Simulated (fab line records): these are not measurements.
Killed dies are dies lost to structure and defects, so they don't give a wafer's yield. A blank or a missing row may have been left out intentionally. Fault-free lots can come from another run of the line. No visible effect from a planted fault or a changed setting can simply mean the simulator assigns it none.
fab line records	flow n5Finfet
record lots=7	wafers=21
route steps=1938 shown MOL_CONTACT_COAG@613 BEOL_M0_SAQP@673 BEOL_M0@715 BEOL_M1@797 BEOL_M3@980 BEOL_M4@1064 BEOL_M5@1112
startH: hours from the record's first day to the start of the lot's first wafer shown	waitH: hours from the lot's prior step to this one	" as in the row above	L1.1+2: several wafers, shown together as one row	- no value, or no start given	* or withheld: withheld	< > ~ a bound
route shown NAME@n: a module of which the file shows steps, and the number in the route of the first	usual: average and standard deviation across the fault-free wafers	same: alike in all rows	chamber/n: place in a boat	sites: the reading at each site	_std_site: their standard deviation	_edge_site: mean of outer sites minus mean of inner sites	radiusMm: for every site, how far away it sits from the centre of the wafer	mask NAME#n: copy n	behind: the last tool/chamber to shape the wafer	hold: what put the lot on hold/how long, in hours/how the hold closed	device: whichever transistor did not switch (one of n, p or np)	end of line: the tests these same wafers got at the end of their route	a step without rows: its recipe alone	killed: dies that structure and defects cost at the first sort, which is not the same as the wafer's yield	map: per-die view of a wafer (x killed, . not killed, _ where there is no die)
set.NAME: the setting the step ran with; set.NAME@STEP: the setting that earlier step ran with	model.NAME: the simulator's own value behind a step, which no gauge read
lots whose settings were changed on purpose; a table a step, a row a wafer
## steps
# step N5_MOL_CONTACT_COAG_ETCHBACK_136
# recipe chemistry=CHF3	target=SiO2	targetDepthA=250	timeS=16.7	ionEnergyEv=200	pressureMtorr=30	sourceW=610	biasW=170	Ar_flow_sccm=200	CHF3_flow_sccm=50
lot.wafer	tool	chamber	startH	waitH	set.targetDepthA
L077.1	rieDiel-06	2	117.57	0.0	225.1
L077.3+5	"	0,3	"	"	250
L078.1+6	rieDiel-01	0	122.64	0.0	227.7
L078.2	"	1	"	"	250
L079.2+5	rieDiel-01	0	125.71	0.0	250
L079.3	"	2	"	"	276.3
L080.1+2+6	rieDiel-03	1,2,1	138.91	0.0	250
L083.3+4+6	rieDiel-06	1,2,0	161.31	0.0	250
L084.2	rieDiel-03	2	162.21	0.0	283.2
L084.5+6	"	2,3	"	"	250
L090.1+6	rieDiel-01	3	203.01	0.0	270.5
L090.5	"	0	"	"	250
# step N5_MOL_CONTACT_COAG_STRIP_120
# recipe chemistry=CHF3	resist=SiARC	rfFrequencyHz=6e+07
# step N5_MOL_CONTACT_COAG_VIA_ETCH_117
# recipe chemistry=C4F6/O2	targetDepthA=400	overetchA=80	maskMaterial=SOC	target=SiO2	biasW=455	pressureMtorr=10	timeS=26	sourceW=325	Ar_flow_sccm=300	C4F6_flow_sccm=10	O2_flow_sccm=10	ionEnergyEv=575.3	ends=endPoint
lot.wafer	tool	chamber	startH	waitH	set.targetDepthA@MOL_CONTACT_COAG_ETCHBACK_136	model.etch.depthNm	model.MOL_CONTACT_COAG.featureDepthNm
L077.1	rieDiel-06	2	117.60	0.0	225.1	42.11	42.2
L077.3	"	0	"	"	250	40.02	40
L077.5	"	3	"	"	250	40.19	40.2
L078.1	rieDiel-01	0	122.68	0.0	227.7	42.24	42.2
L078.2	"	1	"	"	250	40.55	40.6
L078.6	"	0	"	"	227.7	42.28	42.2
L079.2	rieDiel-01	0	125.74	0.0	250	40.19	40.2
L079.3	"	2	"	"	276.3	38.11	38.2
L079.5	"	0	"	"	250	40.03	40
L080.1	rieDiel-03	1	138.94	0.0	250	40.38	40.4
L080.2	"	2	"	"	250	40.61	40.6
L080.6	"	1	"	"	250	40.25	40.2
L083.3	rieDiel-06	1	161.34	0.0	250	39.71	39.8
L083.4	"	2	"	"	250	39.2	39.2
L083.6	"	0	"	"	250	40.15	40.2
L084.2	rieDiel-03	2	162.25	0.0	283.2	37	37
L084.5	"	2	"	"	250	40.19	40.2
L084.6	"	3	"	"	250	39.85	39.8
L090.1+6	rieDiel-01	3	203.05	0.0	270.5	37.38	37.4
L090.5	"	0	"	"	250	40.47	40.4
# step N5_BEOL_M0_SAQP_ETCH_107
# recipe chemistry=CH3F/O2	target=SiNx	targetDepthA=300	maskMaterial=SOC	pressureMtorr=30	sourceW=395	biasW=73	Ar_flow_sccm=150	CH3F_flow_sccm=30	O2_flow_sccm=20	ionEnergyEv=120
# usual rfVppV=296/4.3
lot.wafer	tool	chamber	startH	waitH	set.biasW	rfVppV
L077.1	rieDiel-02	3	127.83	0.0	73	296
L077.3	"	2	"	"	73	297
L077.5	"	3	"	"	83.89	329
L078.1	rieDiel-04	0	130.64	0.0	82.18	329
L078.2	"	2	"	"	82.18	325
L078.6	"	2	"	"	73	295
L079.2	rieDiel-05	0	136.29	0.0	73	299
L079.3	"	1	"	"	73	288
L079.5	"	2	"	"	73	291
L080.1	rieDiel-02	1	148.43	0.0	73	298
L080.2	"	2	"	"	76.32	309
L080.6	"	3	"	"	76.32	306
L083.3	rieDiel-02	1	171.23	0.0	73	298
L083.4	"	3	"	"	73	295
L083.6	"	1	"	"	73	298
L084.2	rieDiel-02	2	174.15	0.0	73	298
L084.5	"	3	"	"	73	296
L084.6	"	2	"	"	73	297
L090.1	rieDiel-04	3	212.79	0.0	73	300
L090.5	"	3	"	"	73	300
L090.6	"	2	"	"	73	295
# step N5_BEOL_M0_SAQP_COAT_34
# recipe resist=CAR-EUV	spinRpm=1500	resistThkNm=30
lot.wafer	tool	chamber	startH	waitH	set.spinRpm	model.CAR-EUV_of_BEOL_M0_SAQP_COAT_34.thkNm
L077.1	lithoTrack-03	0	-	-	1500	30.2
L077.3+5	"	0	"	"	1500	30
L078.1+2+6	lithoTrack-01	0	-	-	1500	30
L079.2+3	lithoTrack-05	0	-	-	1500	30
L079.5	"	0	"	"	1429	30.8
L080.1+6	lithoTrack-03	0	-	-	1624	28.8
L080.2	"	0	"	"	1500	30.2
L083.3	lithoTrack-01	0	-	-	1500	30
L083.4+6	"	0	"	"	1500	30.2
L084.2	lithoTrack-01	0	-	-	1500	29.8
L084.5	"	0	"	"	1424	30.8
L084.6	"	0	"	"	1500	30
L090.1	lithoTrack-01	0	-	-	1608	29
L090.5+6	"	0	"	"	1500	30
# step N5_BEOL_M0_SAQP_EBR_36
# recipe solvent=PGMEA	ebrWidthMm=1.5
# step N5_BEOL_M0_SAQP_SOFTBAKE_35
# recipe tempC=110	timeS=60	resist=CAR-EUV
# step N5_BEOL_M0_SAQP_EXPOSE_37
# recipe maskId=M0_CUT1	na=0.33	sourceShape=annular	sigmaInner=0.35	sigmaOuter=0.8	polarization=unpolarized	targetCdNm=30	doseMj=44.75
# step N5_BEOL_M0_SAQP_PEB_38
# recipe pebTempC=100	pebTimeS=60	resist=CAR-EUV
# step N5_BEOL_M0_SAQP_DEVELOP_39
# recipe developTimeS=30	developer=TMAH	resist=CAR-EUV	rinseLiquid=surfactantRinse	dry=airSpin	devTempC=23
lot.wafer	tool	chamber	startH	waitH	set.spinRpm@BEOL_M0_SAQP_COAT_34	model.CAR-EUV_of_BEOL_M0_SAQP_COAT_34.thkNm
L077.1+3+5	lithoTrack-03	0	-	-	1500	29.6
L078.1+2+6	lithoTrack-05	0	-	-	1500	29.6
L079.2+3	lithoTrack-03	0	-	-	1500	29.6
L079.5	"	0	"	"	1429	30.4
L080.1+6	lithoTrack-03	0	-	-	1624	28.4
L080.2	"	0	"	"	1500	29.6
L083.3+6	lithoTrack-01	0	-	-	1500	29.6
L083.4	"	0	"	"	1500	29.8
L084.2	lithoTrack-03	0	-	-	1500	29.4
L084.5	"	0	"	"	1424	30.2
L084.6	"	0	"	"	1500	29.6
L090.1	lithoTrack-05	0	-	-	1608	28.6
L090.5+6	"	0	"	"	1500	29.6
# step N5_BEOL_M0_ETCH_138
# recipe chemistry=CH3F/O2	targetDepthA=120	target=SiCN	timeS=31.6	ionEnergyEv=120	pressureMtorr=30	sourceW=395	biasW=75	Ar_flow_sccm=150	CH3F_flow_sccm=30	O2_flow_sccm=20	ends=cleared
# usual rfVppV=297.5/1.6
lot.wafer	tool	chamber	startH	waitH	set.sourceW	rfVppV
L077.1	rieDiel-06	2	130.98	0.0	395	296.6
L077.3	"	1	"	"	413.6	294.2
L077.5	"	3	"	"	395	295.2
L078.1	rieDiel-06	1	134.19	0.0	413.6	293.2
L078.2	"	3	"	"	413.6	289.2
L078.6	"	0	"	"	395	299.2
L079.2	rieDiel-01	3	139.76	0.0	395	300.1
L079.3	"	2	"	"	342	314.6
L079.5	"	0	"	"	342	312.9
L080.1	rieDiel-01	2	151.67	0.0	395	299.6
L080.2	"	0	"	"	418.3	291.2
L080.6	"	2	"	"	418.3	294.1
L083.3	rieDiel-01	2	174.64	0.0	395	299.5
L083.4	"	1	"	"	395	297.1
L083.6	"	3	"	"	395	300.2
L084.2	rieDiel-03	1	177.29	0.0	426	288.6
L084.5	"	2	"	"	395	296.2
L084.6	"	1	"	"	395	295.8
L090.1	rieDiel-01	3	215.81	0.0	395	298.3
L090.5	"	3	"	"	395	299.2
L090.6	"	2	"	"	395	299.8
# step N5_BEOL_M1_VIA_ETCH_34
# recipe chemistry=C4F6/O2	targetDepthA=678	maskMaterial=SOC	pressureMtorr=15	ionEnergyEv=250	taperDeg=4	timeS=64.4	sourceW=350	biasW=170	Ar_flow_sccm=300	C4F6_flow_sccm=10	O2_flow_sccm=10
# usual rfVppV=666/8
lot.wafer	tool	chamber	startH	waitH	set.biasW	rfVppV
L077.1	rieDiel-05	0	142.06	0.0	154.4	618
L077.3	"	2	"	"	154.4	602
L077.5	"	2	"	"	170	651
L078.1	rieDiel-02	1	142.12	0.0	170	667
L078.2	"	2	"	"	195.4	745
L078.6	"	0	"	"	195.4	754
L079.2	rieDiel-04	3	148.03	0.0	170	673
L079.3	"	0	"	"	157.7	634
L079.5	"	1	"	"	157.7	639
L080.1	rieDiel-04	0	166.93	0.0	170	672
L080.2	"	2	"	"	170	660
L080.6	"	1	"	"	170	678
L083.3	rieDiel-02	0	181.14	0.0	170	675
L083.4	"	3	"	"	170	658
L083.6	"	3	"	"	170	658
L084.2	rieDiel-04	3	185.93	0.0	196.8	756
L084.5	"	3	"	"	196.8	757
L084.6	"	1	"	"	196.8	761
L090.1	rieDiel-02	1	224.80	0.0	148.6	598
L090.5	"	1	"	"	170	666
L090.6	"	2	"	"	170	667
# step N5_BEOL_M1_TRENCH_ETCH_37
# recipe chemistry=C4F6/O2	targetDepthA=552.07	target=SiOC	timeS=29	ionEnergyEv=250	pressureMtorr=30	sourceW=355	biasW=185	Ar_flow_sccm=300	C4F6_flow_sccm=10	O2_flow_sccm=10
# usual rfVppV=667/8.1
lot.wafer	tool	chamber	startH	waitH	set.biasW	rfVppV
L077.1	rieDiel-05	0	-	-	185	669
L077.3	"	2	"	"	211.8	724
L077.5	"	2	"	"	211.8	725
L078.1	rieDiel-02	1	-	-	185	665
L078.2	"	2	"	"	196.2	700
L078.6	"	0	"	"	196.2	706
L079.2	rieDiel-04	3	-	-	194.5	701
L079.3	"	0	"	"	185	673
L079.5	"	1	"	"	194.5	705
L080.1	rieDiel-04	0	-	-	202.1	721
L080.2	"	2	"	"	202.1	710
L080.6	"	1	"	"	185	677
L083.3	rieDiel-02	0	-	-	185	674
L083.4	"	3	"	"	185	660
L083.6	"	3	"	"	185	659
L084.2	rieDiel-04	3	-	-	203.4	725
L084.5	"	3	"	"	185	673
L084.6	"	1	"	"	185	677
L090.1	rieDiel-02	1	-	-	166.1	612
L090.5	"	1	"	"	185	667
L090.6	"	2	"	"	166.1	612
# step N5_BEOL_M3_TRENCH_ETCH_37
# recipe chemistry=C4F6/O2	targetDepthA=555.55	target=SiOC	timeS=29.2	ionEnergyEv=250	pressureMtorr=30	sourceW=355	biasW=185	Ar_flow_sccm=300	C4F6_flow_sccm=10	O2_flow_sccm=10
# usual rfVppV=662/9.2
lot.wafer	tool	chamber	startH	waitH	set.sourceW	rfVppV	model.etch.depthNm	model.BEOL_M3.featureDepthNm
L077.1	rieDiel-05	1	-	-	301.7	701	50.3	50.2
L077.3	"	2	"	"	301.7	708	50.65	50.6
L077.5	"	0	"	"	355	667	55.71	55.8
L078.1	rieDiel-02	1	-	-	355	668	55.09	55
L078.2	"	0	"	"	355	674	54.81	54.8
L078.6	"	3	"	"	336.2	676	54.14	54.2
L079.2	rieDiel-02	2	-	-	294.1	735	51.27	51.2
L079.3	"	1	"	"	355	667	55.17	55.2
L079.5	"	2	"	"	355	667	55.62	55.6
L080.1	rieDiel-02	1	-	-	355	668	55.23	55.2
L080.2	"	0	"	"	355	675	55.41	55.4
L080.6	"	2	"	"	355	668	55.08	55
L083.3	rieDiel-02	2	-	-	355	668	55.1	55
L083.4	"	0	"	"	355	674	55.57	55.6
L083.6	"	2	"	"	355	668	55.59	55.6
L084.2	rieDiel-02	3	-	-	355	659	55	55
L084.5	"	3	"	"	400.7	620	57.69	57.6
L084.6	"	0	"	"	400.7	634	58.19	58.2
L090.1	rieDiel-05	3	-	-	417.3	606	59.67	59.6
L090.5	"	3	"	"	355	658	56.41	56.4
L090.6	"	2	"	"	417.3	601	56.95	57
# step N5_BEOL_M3_ETCH_41
# recipe chemistry=CH3F/O2	target=SiCN	targetDepthA=299	taperDeg=2	timeS=52.5	ionEnergyEv=120	maskMaterial=TiN	pressureMtorr=30	sourceW=395	biasW=75	Ar_flow_sccm=150	CH3F_flow_sccm=30	O2_flow_sccm=20
# step N5_BEOL_M3_STRIP_97
# recipe chemistry=N2/H2	timeS=10	powerW=450	tempC=40	pressureMtorr=20	rfFrequencyHz=6e+07	biasPowerW=7	n2FlowSccm=200	h2FlowSccm=200
# step N5_BEOL_M3_OCD_MEAS_38
# usual trenchDepthNm=55.2/1
lot.wafer	tool	chamber	startH	waitH	set.sourceW@BEOL_M3_TRENCH_ETCH_37	trenchDepthNm
L077.1	ocd-02	-	167.22	-	301.7	50.1
L077.3	"	-	"	"	301.7	50.6
L077.5	"	-	"	"	355	56.1
L078.1	ocd-02	-	167.74	-	355	55.4
L078.2	"	-	"	"	355	54.6
L078.6	"	-	"	"	336.2	54.4
L079.2	ocd-02	-	170.58	-	294.1	51.3
L079.3	"	-	"	"	355	55.1
L079.5	"	-	"	"	355	56.1
L080.1	ocd-02	-	186.00	-	355	55.9
L080.2	"	-	"	"	355	55.1
L080.6	"	-	"	"	355	55.2
L083.3	ocd-01	-	204.73	-	355	54.8
L083.4	"	-	"	"	355	55.4
L083.6	"	-	"	"	355	55.9
L084.2	ocd-02	-	212.08	-	355	54.6
L084.5	"	-	"	"	400.7	57.6
L084.6	"	-	"	"	400.7	58.2
L090.1	ocd-02	-	242.81	-	417.3	59.3
L090.5	"	-	"	"	355	56.3
L090.6	"	-	"	"	417.3	57.0
# step N5_BEOL_M4_ETCH_70
# recipe chemistry=N2/H2	target=SOC	targetDepthA=800	overetchA=240	maskMaterial=SiARC	tempC=40	timeS=130	ionEnergyEv=200	pressureMtorr=30	sourceW=840	biasW=150	n2FlowSccm=200	h2FlowSccm=200
# usual rfVppV=523.4/2.6
lot.wafer	tool	chamber	startH	waitH	set.biasW	rfVppV	model.SiARC_of_BEOL_M4_COAT_68.thkNm
L077.1	rieDiel-06	0	176.53	0.0	150	526.3	6
L077.3	"	2	"	"	167	559.3	4.6
L077.5	"	3	"	"	150	521.5	6
L078.1	rieDiel-03	0	178.08	0.0	150	526.3	5.6
L078.2	"	1	"	"	150	521.4	5.8
L078.6	"	0	"	"	164.7	557.9	4.8
L079.2	rieDiel-06	0	178.13	0.0	162	552.2	5.4
L079.3	"	1	"	"	162	549.8	5.2
L079.5	"	0	"	"	150	526.8	6
L080.1	rieDiel-01	3	198.10	0.0	150	528.5	5.6
L080.2	"	1	"	"	150	521.1	6
L080.6	"	3	"	"	150	527.2	5.6
L084.2	rieDiel-01	3	218.83	0.0	174.2	578.9	4.4
L084.5	"	1	"	"	174.2	575.2	4.6
L084.6	"	2	"	"	150	527.3	6.2
L083.3	rieDiel-06	0	219.05	0.0	150	525.3	6
L083.4	"	1	"	"	150	523.6	5.8
L083.6	"	3	"	"	150	522.7	5.8
L090.1	rieDiel-06	2	253.69	0.0	150	519.4	5.6
L090.5	"	3	"	"	150	522.0	6
L090.6	"	2	"	"	150	521.0	5.6
# step N5_BEOL_M4_TRENCH_ETCH_37
# recipe chemistry=C4F6/O2	targetDepthA=555.55	target=SiOC	timeS=29.2	ionEnergyEv=250	pressureMtorr=30	sourceW=355	biasW=185	Ar_flow_sccm=300	C4F6_flow_sccm=10	O2_flow_sccm=10
# usual rfVppV=667/8
lot.wafer	tool	chamber	startH	waitH	set.biasW	rfVppV
L077.1	rieDiel-06	0	-	-	185	651
L077.3	"	2	"	"	209.2	741
L077.5	"	3	"	"	209.2	744
L078.1	rieDiel-03	0	-	-	163	604
L078.2	"	1	"	"	185	664
L078.6	"	0	"	"	185	669
L079.2	rieDiel-06	0	-	-	185	650
L079.3	"	1	"	"	185	677
L079.5	"	0	"	"	185	649
L080.1	rieDiel-01	3	-	-	185	676
L080.2	"	1	"	"	171.6	613
L080.6	"	3	"	"	171.6	636
L084.2	rieDiel-01	3	-	-	185	675
L084.5	"	1	"	"	185	649
L084.6	"	2	"	"	185	658
L083.3	rieDiel-06	0	-	-	185	651
L083.4	"	1	"	"	185	677
L083.6	"	3	"	"	185	674
L090.1	rieDiel-06	2	-	-	185	674
L090.5	"	3	"	"	185	675
L090.6	"	2	"	"	185	674
# step N5_BEOL_M5_ILD_DEP_00
# recipe material=SiCOH_lowk	targetThkA=1406.4	tempC=300	precursor=DEMS/porogen	pressureTorr=5	rfW=500	timeS=25.9
lot.wafer	tool	chamber	startH	waitH	set.timeS	model.SiCOH_lowk_of_BEOL_M5_ILD_DEP_00.thkNm
L077.1	pecvd-04	2	182.30	0.8	25.9	141.8
L077.3	"	1	"	"	29.25	156
L077.5	"	0	"	"	25.9	143.4
L078.1	pecvd-04	1	183.67	0.8	22.17	117
L078.2	"	2	"	"	22.17	120.6
L078.6	"	2	"	"	25.9	139.8
L079.2	pecvd-04	2	183.83	0.7	28.53	154.6
L079.3	"	1	"	"	28.53	151.4
L079.5	"	1	"	"	25.9	138.2
L080.1	pecvd-04	0	203.10	0.8	25.9	138
L080.2	"	1	"	"	25.9	137.2
L080.6	"	0	"	"	25.9	139
L084.2+5	pecvd-03	1,2	224.16	0.7	25.9	140.6
L084.6	"	0	"	"	25.9	142.6
L083.3	pecvd-04	1	224.76	0.5	25.9	138.4
L083.4	"	0	"	"	25.9	141.6
L083.6	"	0	"	"	25.9	141
L090.1	pecvd-03	1	259.51	0.8	25.9	140
L090.5	"	2	"	"	25.9	141
L090.6	"	1	"	"	25.9	141.4
# step N5_BEOL_M5_CURE_79
# recipe tempC=385	timeS=240	ambient=He/Ar	material=SiCOH_lowk
lot.wafer	tool	chamber	startH	waitH	set.timeS@BEOL_M5_ILD_DEP_00	model.SiCOH_lowk_of_BEOL_M5_ILD_DEP_00.thkNm
L077.1	uvCure-02	2	182.36	0.0	25.9	122
L077.3	"	2	"	"	29.25	134.4
L077.5	"	2	"	"	25.9	123.4
L078.1	uvCure-03	0	183.73	0.0	22.17	100.4
L078.2	"	0	"	"	22.17	103.6
L078.6	"	0	"	"	25.9	120.4
L079.2	uvCure-02	0	183.97	0.1	28.53	133.2
L079.3	"	0	"	"	28.53	130.2
L079.5	"	0	"	"	25.9	119
L080.1	uvCure-02	2	203.18	0.1	25.9	118.6
L080.2	"	2	"	"	25.9	118
L080.6	"	2	"	"	25.9	119.6
L084.2+5	uvCure-01	1	224.30	0.1	25.9	121
L084.6	"	1	"	"	25.9	122.6
L083.3	uvCure-03	2	224.98	0.2	25.9	119
L083.4	"	2	"	"	25.9	121.8
L083.6	"	2	"	"	25.9	121.4
L090.1	uvCure-03	0	259.71	0.2	25.9	120.6
L090.5	"	0	"	"	25.9	121.4
L090.6	"	0	"	"	25.9	121.6
# step N5_BEOL_M5_THK_MEAS_01
# recipe reads=SiCOH_lowk_of_BEOL_M5_ILD_DEP_00
# usual M5_ILD_THK=120.9/1.9
lot.wafer	tool	chamber	startH	waitH	set.timeS@BEOL_M5_ILD_DEP_00	M5_ILD_THK[nm]
L077.1	filmMetro-02	-	182.87	0.4	25.9	122.1
L077.3	"	-	"	"	29.25	134.4
L077.5	"	-	"	"	25.9	123.3
L078.1	filmMetro-02	-	184.25	0.4	22.17	100.6
L078.2	"	-	"	"	22.17	103.6
L078.6	"	-	"	"	25.9	120.5
L079.2	filmMetro-01	-	184.40	0.4	28.53	133.0
L079.3	"	-	"	"	28.53	130.4
L079.5	"	-	"	"	25.9	118.9
L080.1	filmMetro-01	-	203.69	0.4	25.9	118.6
L080.2	"	-	"	"	25.9	118.1
L080.6	"	-	"	"	25.9	119.5
L084.2	filmMetro-01	-	224.73	0.4	25.9	120.9
L084.5	"	-	"	"	25.9	121.1
L084.6	"	-	"	"	25.9	122.7
L083.3	filmMetro-02	-	225.33	0.3	25.9	118.8
L083.4	"	-	"	"	25.9	121.9
L083.6	"	-	"	"	25.9	121.5
L090.1	filmMetro-01	-	260.22	0.4	25.9	120.6
L090.5	"	-	"	"	25.9	121.3
L090.6	"	-	"	"	25.9	121.7
## key
split step=N5_MOL_CONTACT_COAG_ETCHBACK_136	setting=targetDepthA	stated=250	by=wafer
response step=N5_MOL_CONTACT_COAG_VIA_ETCH_117	reading=model.etch.depthNm	change=-0.228	per=1%	r=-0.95
response step=N5_MOL_CONTACT_COAG_VIA_ETCH_117	reading=model.MOL_CONTACT_COAG.featureDepthNm	change=-0.224	per=1%	r=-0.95
split step=N5_BEOL_M0_SAQP_ETCH_107	setting=biasW	stated=73	by=wafer
response step=N5_BEOL_M0_SAQP_ETCH_107	reading=rfVppV	change=+2.32	per=1%	r=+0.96
split step=N5_BEOL_M0_SAQP_COAT_34	setting=spinRpm	stated=1500	by=wafer
response step=N5_BEOL_M0_SAQP_COAT_34	reading=model.CAR-EUV_of_BEOL_M0_SAQP_COAT_34.thkNm	change=-0.161	per=1%	r=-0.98
response step=N5_BEOL_M0_SAQP_DEVELOP_39	reading=model.CAR-EUV_of_BEOL_M0_SAQP_COAT_34.thkNm	change=-0.145	per=1%	r=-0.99
split step=N5_BEOL_M0_ETCH_138	setting=sourceW	stated=395	by=wafer
response step=N5_BEOL_M0_ETCH_138	reading=rfVppV	change=-1.02	per=1%	r=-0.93
split step=N5_BEOL_M1_VIA_ETCH_34	setting=biasW	stated=170	by=wafer
response step=N5_BEOL_M1_VIA_ETCH_34	reading=rfVppV	change=+5.3	per=1%	r=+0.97
split step=N5_BEOL_M1_TRENCH_ETCH_37	setting=biasW	stated=185	by=wafer
response step=N5_BEOL_M1_TRENCH_ETCH_37	reading=rfVppV	change=+4.63	per=1%	r=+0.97
split step=N5_BEOL_M3_TRENCH_ETCH_37	setting=sourceW	stated=355	by=wafer
response step=N5_BEOL_M3_TRENCH_ETCH_37	reading=rfVppV	change=-3.05	per=1%	r=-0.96
response step=N5_BEOL_M3_TRENCH_ETCH_37	reading=model.etch.depthNm	change=+0.22	per=1%	r=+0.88
response step=N5_BEOL_M3_TRENCH_ETCH_37	reading=model.BEOL_M3.featureDepthNm	change=+0.223	per=1%	r=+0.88
response step=N5_BEOL_M3_OCD_MEAS_38	reading=trenchDepthNm	change=+0.234	per=1%	r=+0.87
split step=N5_BEOL_M4_ETCH_70	setting=biasW	stated=150	by=wafer
response step=N5_BEOL_M4_ETCH_70	reading=rfVppV	change=+3.16	per=1%	r=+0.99
response step=N5_BEOL_M4_ETCH_70	reading=model.SiARC_of_BEOL_M4_COAT_68.thkNm	change=-0.105	per=1%	r=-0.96
split step=N5_BEOL_M4_TRENCH_ETCH_37	setting=biasW	stated=185	by=wafer
response step=N5_BEOL_M4_TRENCH_ETCH_37	reading=rfVppV	change=+6.34	per=1%	r=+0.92
split step=N5_BEOL_M5_ILD_DEP_00	setting=timeS	stated=25.9	by=wafer
response step=N5_BEOL_M5_ILD_DEP_00	reading=model.SiCOH_lowk_of_BEOL_M5_ILD_DEP_00.thkNm	change=+1.31	per=1%	r=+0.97
response step=N5_BEOL_M5_CURE_79	reading=model.SiCOH_lowk_of_BEOL_M5_ILD_DEP_00.thkNm	change=+1.14	per=1%	r=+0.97
response step=N5_BEOL_M5_THK_MEAS_01	reading=M5_ILD_THK	change=+1.14	per=1%	r=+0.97
